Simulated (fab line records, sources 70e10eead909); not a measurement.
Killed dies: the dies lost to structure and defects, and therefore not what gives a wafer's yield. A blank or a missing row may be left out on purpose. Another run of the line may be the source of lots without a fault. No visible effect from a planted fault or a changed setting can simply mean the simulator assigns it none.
Problem report, 8D (eight disciplines) form, completed by code / flow nand-harc / the parts of the form that need people (team, actions taken, sign-off) are left out

## 1. THE PROBLEM
Wafers without a fault read 28, standard deviation 16; raw-defect-count at NHARC_A_CONTACT_INSPECT_44 reads a mean of 1024 on 6 wafers belonging to 2 lots. Measured from the usual mean, that is +62 standard deviations.
Seen first at day 18 14:35 on defect-inspect-01, wafer L298.1. At this step, 39 wafers from 13 lots have a number in the record. Rule for "out", or "out of limits": more than 4 standard deviations from the usual mean. The rest of the wafers with a number are treated as sound.

## 2. WHAT IT IS, WHAT IT ISN'T
question=which readings at this step | is=raw-defect-count | is not=-
question=which lots | is=L298, L299 | is not=L289, L290, L291, L292, L303, L306, L308, L309, L310, L311, L312
question=which wafers of those lots | is=all that have a number | is not=-
question=read on which gauges | is=defect-inspect-01, defect-inspect-02 | is not=-
question=when | is=from day 18 14:35 | is not=up to then (12 sound wafers); but 21 sound wafers of L303, L306, L308, L309, L310, L311, L312 came after

## 3. THE SUSPECTS, EACH WITH WHAT RULES IT OUT
Counting: a tool at any process step up to the reading remains a suspect when it ran all the lots that are out and ran no sound lot after the first of those.
- the gauge at NHARC_A_CONTACT_INSPECT_44 has been ruled out. 2 gauges (defect-inspect-01, defect-inspect-02) read the wafers that are out.
- acl-dep-03 at NHARC_A_CONTACT_DEP_28 (deposits aC, target thk 3600 nm): ruled out as a lasting fault. The sound lots L306, L309, L312 went through it after L298, its earliest lot that is out (day 18 11:32).
Left after counting: nothing in the record.

## 4. THE CAUSE (what the simulator had put in)
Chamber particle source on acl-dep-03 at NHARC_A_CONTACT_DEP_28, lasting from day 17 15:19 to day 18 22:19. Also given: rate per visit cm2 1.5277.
The count ruled it out by mistake, since the rule takes a fault to strike every lot its tool runs from the start of the fault on, and this one did not do so.

## 5. SEQUENCE OF EFFECTS, ordered by route
Each row: a reading where the mean over the struck wafers with a number is more than 3 standard deviations away from the usual. Readings are gone through only where the record gives a usual standard deviation; hours: the median, over the lots, of the time from a lot's start at the first step in this table giving one to that lot's start at this step; sigmas: the change measured in usual standard deviations.
hours=0; step=NHARC_A_CONTACT_INSPECT_44; reading=raw-defect-count; usual=28; on struck wafers=1024; change=+996; sigmas=+62
hours=76; step=NHARC_END_SORT_01; reading=killed-at-array; usual=28; on struck wafers=126; change=+98; sigmas=+9.0
hours=76; step=NHARC_END_SORT_01; reading=killed-dies; usual=32; on struck wafers=128; change=+96; sigmas=+8.7

## 6. WHAT WOULD HAVE CAUGHT IT SOONER
The first out-of-limits reading at a measuring or inspecting step in this record came at day 18 14:35, 23 hours after the fault's start at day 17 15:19.
Tool readings at NHARC_A_CONTACT_DEP_28 with a usual standard deviation given in the record: none out on any struck wafer, hence no alarm at a limit of 4 standard deviations on them.
